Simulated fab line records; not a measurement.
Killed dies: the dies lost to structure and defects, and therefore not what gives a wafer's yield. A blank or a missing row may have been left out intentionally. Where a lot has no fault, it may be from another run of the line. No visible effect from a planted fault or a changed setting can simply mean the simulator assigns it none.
The tool behind it: which one? / flow nand-harc / 30 wafers from 10 lots sampled at 7 of the route's 1302 steps

== WHAT THE GAUGES SHOWED, per wafer ==
NHARC_P_M0_CD_MEAS_16. Usual: cd-nm 90.2 nm, standard deviation 1.4.
lot=L614; measured=day 6 13:17; on=cd-sem-02; cd-nm (nm)=90.8 89.6 88.9; flag=
lot=L620; measured=day 9 08:46; on=cd-sem-02; cd-nm (nm)=87.7 89.6 89.8; flag=
lot=L621; measured=day 9 09:13; on=cd-sem-03; cd-nm (nm)=89.1 89.4 88.5; flag=
lot=L628; measured=day 12 06:18; on=cd-sem-02; cd-nm (nm)=89.3 89.5 89.7; flag=
lot=L629; measured=day 12 20:53; on=cd-sem-01; cd-nm (nm)=90.2 91.7 93.0; flag=
lot=L630; measured=day 13 04:52; on=cd-sem-03; cd-nm (nm)=88.4 89.9 90.3; flag=
lot=L631; measured=day 13 12:28; on=cd-sem-02; cd-nm (nm)=89.8 90.3 89.8; flag=
lot=L633; measured=day 14 09:40; on=cd-sem-02; cd-nm (nm)=90.1 89.2 89.8; flag=
lot=L635; measured=day 15 06:57; on=cd-sem-02; cd-nm (nm)=89.5 88.6 88.1; flag=
lot=L636; measured=day 15 18:25; on=cd-sem-01; cd-nm (nm)=90.9 91.4 90.5; flag=

NHARC_P_M1_CD_MEAS_09: the cd target is 130 nm. Usual: cd-nm 129.7 nm, standard deviation 0.93.
lot=L614; measured=day 6 16:50; on=cd-sem-02; cd-nm (nm)=128.9 129.4 129.1; flag=
lot=L620; measured=day 9 12:22; on=cd-sem-02; cd-nm (nm)=136.3 135.2 135.3; flag=OFF
lot=L621; measured=day 9 12:46; on=cd-sem-02; cd-nm (nm)=134.8 135.5 135.2; flag=OFF
lot=L628; measured=day 12 09:52; on=cd-sem-02; cd-nm (nm)=127.9 129.5 128.0; flag=
lot=L629; measured=day 13 00:26; on=cd-sem-02; cd-nm (nm)=131.2 131.8 131.0; flag=
lot=L630; measured=day 13 08:26; on=cd-sem-03; cd-nm (nm)=130.1 128.9 128.5; flag=
lot=L631; measured=day 13 15:56; on=cd-sem-02; cd-nm (nm)=128.4 128.4 128.7; flag=
lot=L633; measured=day 14 13:24; on=cd-sem-02; cd-nm (nm)=128.7 129.1 129.3; flag=
lot=L635; measured=day 15 10:31; on=cd-sem-02; cd-nm (nm)=129.4 129.6 129.0; flag=
lot=L636; measured=day 15 21:52; on=cd-sem-02; cd-nm (nm)=130.2 130.2 129.8; flag=

NHARC_P_M1_CD_MEAS_16. Usual: cd-nm 129.6 nm, standard deviation 1.2.
lot=L614; measured=day 6 17:20; on=cd-sem-03; cd-nm (nm)=128.5 128.7 129.4; flag=
lot=L620; measured=day 9 12:52; on=cd-sem-03; cd-nm (nm)=135.1 136.5 134.2; flag=OFF
lot=L621; measured=day 9 13:19; on=cd-sem-01; cd-nm (nm)=133.2 134.8 135.2; flag=OFF
lot=L628; measured=day 12 10:22; on=cd-sem-02; cd-nm (nm)=128.7 129.0 129.0; flag=
lot=L629; measured=day 13 00:55; on=cd-sem-03; cd-nm (nm)=130.9 130.1 131.2; flag=
lot=L630; measured=day 13 08:55; on=cd-sem-01; cd-nm (nm)=130.8 129.2 128.1; flag=
lot=L631; measured=day 13 16:25; on=cd-sem-01; cd-nm (nm)=128.3 128.3 127.3; flag=
lot=L633; measured=day 14 13:53; on=cd-sem-02; cd-nm (nm)=128.0 128.9 128.5; flag=
lot=L635; measured=day 15 11:00; on=cd-sem-03; cd-nm (nm)=129.4 129.6 129.0; flag=
lot=L636; measured=day 15 22:21; on=cd-sem-01; cd-nm (nm)=130.8 129.4 130.4; flag=

NHARC_END_SORT_01. Usual: defect-limited-yield 91.7 %, standard deviation 2.5; killed-at-array 52, standard deviation 18; killed-at-other 1.0, standard deviation 1.4; killed-at-periphery 3.1, standard deviation 2.3; killed-dies 56, standard deviation 17; killed-open 3.0, standard deviation 1.7; killed-short 2.5, standard deviation 1.7; sort_bin_2_pct 3.0 %, standard deviation 1.1; sort_bin_3_pct 0.6 %, standard deviation 0.36; sort_bin_4_pct 4.8 %, standard deviation 1.4; sort-n-pass 621, standard deviation 17; sort-rim-yield-pct 91 %, standard deviation 4.6; sort-yield-pct 91.7 %, standard deviation 2.5.
lot=L614; measured=day 24 15:46; on=prober-01; defect-limited-yield (%)=93.5 94.4 94.7; killed-at-array=40 35 32; killed-at-other=0 0 0; killed-at-periphery=4 3 4; killed-dies=44 38 36; killed-open=3 3 6; killed-short=0 5 4; sort_bin_2_pct (%)=2.4 2.7 2.1; sort_bin_3_pct (%)=0.1 0 0.3; sort_bin_4_pct (%)=4.0 3.0 3.0; sort-n-pass=633 639 641; sort-rim-yield-pct (%)=97 86 90; sort-yield-pct (%)=93.5 94.4 94.7; flag=
lot=L620; measured=day 27 20:37; on=prober-02; defect-limited-yield (%)=93.9 95.4 94.5; killed-at-array=34 24 33; killed-at-other=3 0 0; killed-at-periphery=4 7 4; killed-dies=41 31 37; killed-open=3 2 4; killed-short=1 0 2; sort_bin_2_pct (%)=1.9 0.9 1.8; sort_bin_3_pct (%)=0.4 0.1 0.3; sort_bin_4_pct (%)=3.7 3.5 3.4; sort-n-pass=636 646 640; sort-rim-yield-pct (%)=93 98 95; sort-yield-pct (%)=93.9 95.4 94.5; flag=
lot=L621; measured=day 27 17:08; on=prober-01; defect-limited-yield (%)=87.3 93.6 88.9; killed-at-array=76 37 70; killed-at-other=6 2 5; killed-at-periphery=4 4 0; killed-dies=86 43 75; killed-open=6 4 4; killed-short=3 2 1; sort_bin_2_pct (%)=4.1 1.9 4.4; sort_bin_3_pct (%)=0.6 0.4 1.0; sort_bin_4_pct (%)=8.0 4.0 5.6; sort-n-pass=591 634 602; sort-rim-yield-pct (%)=87 90 94; sort-yield-pct (%)=87.3 93.6 88.9; flag=
lot=L628; measured=day 30 14:38; on=prober-02; defect-limited-yield (%)=88.3 91.0 86.7; killed-at-array=74 60 86; killed-at-other=2 0 0; killed-at-periphery=3 1 4; killed-dies=79 61 90; killed-open=2 3 4; killed-short=1 2 3; sort_bin_2_pct (%)=4.0 3.8 4.7; sort_bin_3_pct (%)=1.2 0.4 0.9; sort_bin_4_pct (%)=6.5 4.7 7.7; sort-n-pass=598 616 587; sort-rim-yield-pct (%)=86 82 89; sort-yield-pct (%)=88.3 91.0 86.7; flag=
lot=L629; measured=day 30 23:15; on=prober-02; defect-limited-yield (%)=91.4 92.8 93.2; killed-at-array=49 42 41; killed-at-other=2 1 2; killed-at-periphery=7 6 3; killed-dies=58 49 46; killed-open=3 0 2; killed-short=1 2 3; sort_bin_2_pct (%)=2.8 1.6 2.5; sort_bin_3_pct (%)=0.3 0.4 0.1; sort_bin_4_pct (%)=5.5 5.2 4.1; sort-n-pass=619 628 631; sort-rim-yield-pct (%)=86 93 90; sort-yield-pct (%)=91.4 92.8 93.2; flag=
lot=L630; measured=day 30 13:52; on=prober-01; defect-limited-yield (%)=92.5 93.5 93.8; killed-at-array=49 41 39; killed-at-other=0 0 0; killed-at-periphery=2 3 3; killed-dies=51 44 42; killed-open=1 4 5; killed-short=2 2 2; sort_bin_2_pct (%)=2.5 3.8 3.2; sort_bin_3_pct (%)=0.4 0.4 0.1; sort_bin_4_pct (%)=4.6 2.2 2.8; sort-n-pass=626 633 635; sort-rim-yield-pct (%)=92 88 88; sort-yield-pct (%)=92.5 93.5 93.8; flag=
lot=L631; measured=day 31 19:13; on=prober-01; defect-limited-yield (%)=89.2 90.3 91.1; killed-at-array=68 62 58; killed-at-other=1 0 0; killed-at-periphery=4 4 2; killed-dies=73 66 60; killed-open=3 5 0; killed-short=1 3 2; sort_bin_2_pct (%)=3.8 3.1 4.0; sort_bin_3_pct (%)=1.0 0.7 0.4; sort_bin_4_pct (%)=5.9 5.9 4.4; sort-n-pass=604 611 617; sort-rim-yield-pct (%)=86 84 90; sort-yield-pct (%)=89.2 90.3 91.1; flag=
lot=L633; measured=day 32 02:09; on=prober-01; defect-limited-yield (%)=91.7 89.1 90.4; killed-at-array=52 73 64; killed-at-other=1 0 0; killed-at-periphery=3 1 1; killed-dies=56 74 65; killed-open=3 4 3; killed-short=1 3 0; sort_bin_2_pct (%)=3.7 4.7 3.0; sort_bin_3_pct (%)=0.9 0.9 0.6; sort_bin_4_pct (%)=3.7 5.3 6.1; sort-n-pass=621 603 612; sort-rim-yield-pct (%)=87 87 86; sort-yield-pct (%)=91.7 89.1 90.4; flag=
lot=L635; measured=day 33 04:29; on=prober-01; defect-limited-yield (%)=91.0 89.7 89.5; killed-at-array=58 68 64; killed-at-other=0 0 1; killed-at-periphery=3 2 6; killed-dies=61 70 71; killed-open=2 3 5; killed-short=3 5 4; sort_bin_2_pct (%)=3.0 3.5 3.5; sort_bin_3_pct (%)=0.6 1.2 1.0; sort_bin_4_pct (%)=5.5 5.6 5.9; sort-n-pass=616 607 606; sort-rim-yield-pct (%)=91 92 91; sort-yield-pct (%)=91.0 89.7 89.5; flag=
lot=L636; measured=day 33 15:55; on=prober-02; defect-limited-yield (%)=87.7 92.0 88.0; killed-at-array=77 52 75; killed-at-other=1 0 1; killed-at-periphery=5 2 5; killed-dies=83 54 81; killed-open=3 1 2; killed-short=4 4 3; sort_bin_2_pct (%)=5.2 3.7 5.2; sort_bin_3_pct (%)=1.0 0.4 0.7; sort_bin_4_pct (%)=6.1 3.8 6.1; sort-n-pass=594 623 596; sort-rim-yield-pct (%)=85 92 87; sort-yield-pct (%)=87.7 92.0 88.0; flag=

== EACH LOT AND THE TOOL THAT RAN IT (in order: tool; ch and the chambers of the sampled wafers; start) ==
lot=L614; NHARC_P_M0_ANNEAL_30=rtp-anneal-01 ch 0, day 6 14:38; NHARC_P_M1_PEB_07=litho-track-06 ch 0, day 6 16:46; NHARC_P_M1_ETCH_35=rie-diel-07 ch 0,1,3, day 6 17:07
lot=L620; NHARC_P_M0_ANNEAL_30=rtp-anneal-01 ch 0, day 9 10:09; NHARC_P_M1_PEB_07=litho-track-06 ch 0, day 9 12:17; NHARC_P_M1_ETCH_35=rie-diel-10 ch 0,2,3, day 9 12:38
lot=L621; NHARC_P_M0_ANNEAL_30=rtp-anneal-02 ch 0, day 9 10:43; NHARC_P_M1_PEB_07=litho-track-06 ch 0, day 9 12:41; NHARC_P_M1_ETCH_35=rie-diel-10 ch 1,2,3, day 9 13:04
lot=L628; NHARC_P_M0_ANNEAL_30=rtp-anneal-02 ch 0, day 12 07:43; NHARC_P_M1_PEB_07=litho-track-06 ch 0, day 12 09:47; NHARC_P_M1_ETCH_35=rie-diel-10 ch 0,3, day 12 10:08
lot=L629; NHARC_P_M0_ANNEAL_30=rtp-anneal-02 ch 0, day 12 22:20; NHARC_P_M1_PEB_07=litho-track-04 ch 0, day 13 00:20; NHARC_P_M1_ETCH_35=rie-diel-10 ch 0,1,3, day 13 00:43
lot=L630; NHARC_P_M0_ANNEAL_30=rtp-anneal-01 ch 0, day 13 06:13; NHARC_P_M1_PEB_07=litho-track-06 ch 0, day 13 08:21; NHARC_P_M1_ETCH_35=rie-diel-10 ch 0,1, day 13 08:42
lot=L631; NHARC_P_M0_ANNEAL_30=rtp-anneal-01 ch 0, day 13 13:55; NHARC_P_M1_PEB_07=litho-track-06 ch 0, day 13 15:51; NHARC_P_M1_ETCH_35=rie-diel-09 ch 0,2,3, day 13 16:13
lot=L633; NHARC_P_M0_ANNEAL_30=rtp-anneal-02 ch 0, day 14 11:02; NHARC_P_M1_PEB_07=litho-track-06 ch 0, day 14 13:19; NHARC_P_M1_ETCH_35=rie-diel-07 ch 0,1, day 14 13:41
lot=L635; NHARC_P_M0_ANNEAL_30=rtp-anneal-01 ch 0, day 15 08:19; NHARC_P_M1_PEB_07=litho-track-04 ch 0, day 15 10:26; NHARC_P_M1_ETCH_35=rie-diel-10 ch 1,2, day 15 10:47
lot=L636; NHARC_P_M0_ANNEAL_30=rtp-anneal-01 ch 0, day 15 19:49; NHARC_P_M1_PEB_07=litho-track-01 ch 0, day 15 21:47; NHARC_P_M1_ETCH_35=rie-diel-07 ch 1,2,3, day 15 22:08
- NHARC_P_M0_ANNEAL_30: time 90 s.
- NHARC_P_M1_PEB_07: peb time 65 s.
- NHARC_P_M1_ETCH_35: etches the open film in N2/H2, target depth 40 nm, overetch 12 nm, time 43.94 s.

== AS READ BY THE TOOLS THEMSELVES (means over the sampled wafers that have a number; for cases with no such wafer, the mark the record gives instead) ==
NHARC_P_M0_ANNEAL_30. Usual: wafer_temp_C_max 226.6, standard deviation 0.46.
lot=L614 tool=rtp-anneal-01 wafer_temp_C_max=226.5 flag=
lot=L620 tool=rtp-anneal-01 wafer_temp_C_max=226.4 flag=
lot=L621 tool=rtp-anneal-02 wafer_temp_C_max=225.8 flag=
lot=L628 tool=rtp-anneal-02 wafer_temp_C_max=226.1 flag=
lot=L629 tool=rtp-anneal-02 wafer_temp_C_max=226.2 flag=
lot=L630 tool=rtp-anneal-01 wafer_temp_C_max=227.1 flag=
lot=L631 tool=rtp-anneal-01 wafer_temp_C_max=226.9 flag=
lot=L633 tool=rtp-anneal-02 wafer_temp_C_max=226.2 flag=
lot=L635 tool=rtp-anneal-01 wafer_temp_C_max=227.1 flag=
lot=L636 tool=rtp-anneal-01 wafer_temp_C_max=226.7 flag=

NHARC_P_M1_PEB_07. Usual: chill-plate-temp-C 22.97 C, standard deviation 0.1; heater-power-total-W 156.6 W, standard deviation 0.42; plate-temp-C 99.98 C, standard deviation 0.12.
lot=L614; tool=litho-track-06; chill-plate-temp-C (C)=23.03; heater-power-total-W (W)=156.6; plate-temp-C (C)=99.90; flag=
lot=L620; tool=litho-track-06; chill-plate-temp-C (C)=22.84; heater-power-total-W (W)=160.8; plate-temp-C (C)=101.72; flag=OFF
lot=L621; tool=litho-track-06; chill-plate-temp-C (C)=22.91; heater-power-total-W (W)=160.9; plate-temp-C (C)=102.10; flag=OFF
lot=L628; tool=litho-track-06; chill-plate-temp-C (C)=23.02; heater-power-total-W (W)=156.4; plate-temp-C (C)=99.95; flag=
lot=L629; tool=litho-track-04; chill-plate-temp-C (C)=22.99; heater-power-total-W (W)=156.7; plate-temp-C (C)=100.06; flag=
lot=L630; tool=litho-track-06; chill-plate-temp-C (C)=22.87; heater-power-total-W (W)=156.9; plate-temp-C (C)=100.05; flag=
lot=L631; tool=litho-track-06; chill-plate-temp-C (C)=22.89; heater-power-total-W (W)=156.3; plate-temp-C (C)=99.86; flag=
lot=L633; tool=litho-track-06; chill-plate-temp-C (C)=23.08; heater-power-total-W (W)=156.9; plate-temp-C (C)=100.10; flag=
lot=L635; tool=litho-track-04; chill-plate-temp-C (C)=22.98; heater-power-total-W (W)=156.8; plate-temp-C (C)=100.05; flag=
lot=L636; tool=litho-track-01; chill-plate-temp-C (C)=23.04; heater-power-total-W (W)=156.3; plate-temp-C (C)=99.91; flag=

NHARC_P_M1_ETCH_35. Usual: drypump-motor-current-A 5.8 A, standard deviation 0.47; mfc-ar-sccm 0.008 sccm, standard deviation 0.011; oes-product-au 1.001 a.u., standard deviation 0.011; rf-vpp-V 430.0 V, standard deviation 2; showerhead-plenum-p-Torr 2.02 Torr, standard deviation 0.07; throttle-valve-pct 14.172 %, standard deviation 0.0092.
lot=L614; tool=rie-diel-07; drypump-motor-current-A (A)=5.8; mfc-ar-sccm (sccm)=0.003; oes-product-au (a.u.)=1.010; rf-vpp-V (V)=429.5; showerhead-plenum-p-Torr (Torr)=2.01; throttle-valve-pct (%)=14.179; flag=
lot=L620; tool=rie-diel-10; drypump-motor-current-A (A)=5.7; mfc-ar-sccm (sccm)=0.014; oes-product-au (a.u.)=0.998; rf-vpp-V (V)=429.9; showerhead-plenum-p-Torr (Torr)=2.00; throttle-valve-pct (%)=14.180; flag=
lot=L621; tool=rie-diel-10; drypump-motor-current-A (A)=5.6; mfc-ar-sccm (sccm)=0.011; oes-product-au (a.u.)=0.993; rf-vpp-V (V)=428.7; showerhead-plenum-p-Torr (Torr)=1.97; throttle-valve-pct (%)=14.178; flag=
lot=L628; tool=rie-diel-10; drypump-motor-current-A (A)=6.2; mfc-ar-sccm (sccm)=0.002; oes-product-au (a.u.)=0.997; rf-vpp-V (V)=429.6; showerhead-plenum-p-Torr (Torr)=2.00; throttle-valve-pct (%)=14.169; flag=
lot=L629; tool=rie-diel-10; drypump-motor-current-A (A)=6.0; mfc-ar-sccm (sccm)=0.002; oes-product-au (a.u.)=0.996; rf-vpp-V (V)=428.4; showerhead-plenum-p-Torr (Torr)=2.00; throttle-valve-pct (%)=14.171; flag=
lot=L630; tool=rie-diel-10; drypump-motor-current-A (A)=5.8; mfc-ar-sccm (sccm)=0.002; oes-product-au (a.u.)=0.992; rf-vpp-V (V)=429.3; showerhead-plenum-p-Torr (Torr)=2.00; throttle-valve-pct (%)=14.174; flag=
lot=L631; tool=rie-diel-09; drypump-motor-current-A (A)=5.6; mfc-ar-sccm (sccm)=0.007; oes-product-au (a.u.)=1.004; rf-vpp-V (V)=429.5; showerhead-plenum-p-Torr (Torr)=2.03; throttle-valve-pct (%)=14.173; flag=
lot=L633; tool=rie-diel-07; drypump-motor-current-A (A)=6.0; mfc-ar-sccm (sccm)=0.003; oes-product-au (a.u.)=1.003; rf-vpp-V (V)=429.1; showerhead-plenum-p-Torr (Torr)=2.00; throttle-valve-pct (%)=14.180; flag=
lot=L635; tool=rie-diel-10; drypump-motor-current-A (A)=5.2; mfc-ar-sccm (sccm)=0.023; oes-product-au (a.u.)=0.996; rf-vpp-V (V)=428.5; showerhead-plenum-p-Torr (Torr)=1.96; throttle-valve-pct (%)=14.183; flag=
lot=L636; tool=rie-diel-07; drypump-motor-current-A (A)=6.0; mfc-ar-sccm (sccm)=0.009; oes-product-au (a.u.)=0.999; rf-vpp-V (V)=430.5; showerhead-plenum-p-Torr (Torr)=2.04; throttle-valve-pct (%)=14.169; flag=

== THE ANSWER, worked out from the rows above alone ==
Rule: take the mean of a lot's wafers that have a number; if it is more than 3 standard deviations from the usual mean, the lot is off. Also off: a lot with no number at a reading for which 4 or more lots have one. Where the step has rows for the other lots, those lots are counted as sound. Order of review: gauges by route order, followed by the tools' own readings, for which a lot's mean as printed above is used. The first step at which some lot is off is used, and at that step the reading that is off furthest; a lot without a number counts as furthest.
Off: L620, L621 (NHARC_P_M1_CD_MEAS_09, cd-nm).
If a tool, at a process step before that reading, ran all the lots that are off and no sound lot after the first of them, it fits. The gauges at NHARC_P_M1_CD_MEAS_09 aren't tried: what is off there is off at NHARC_P_M1_CD_MEAS_16 too, on other tools, and a gauge's error can't cause that. Of those tried, none fits.

== WHAT WAS PUT IN BY THE SIMULATOR ==
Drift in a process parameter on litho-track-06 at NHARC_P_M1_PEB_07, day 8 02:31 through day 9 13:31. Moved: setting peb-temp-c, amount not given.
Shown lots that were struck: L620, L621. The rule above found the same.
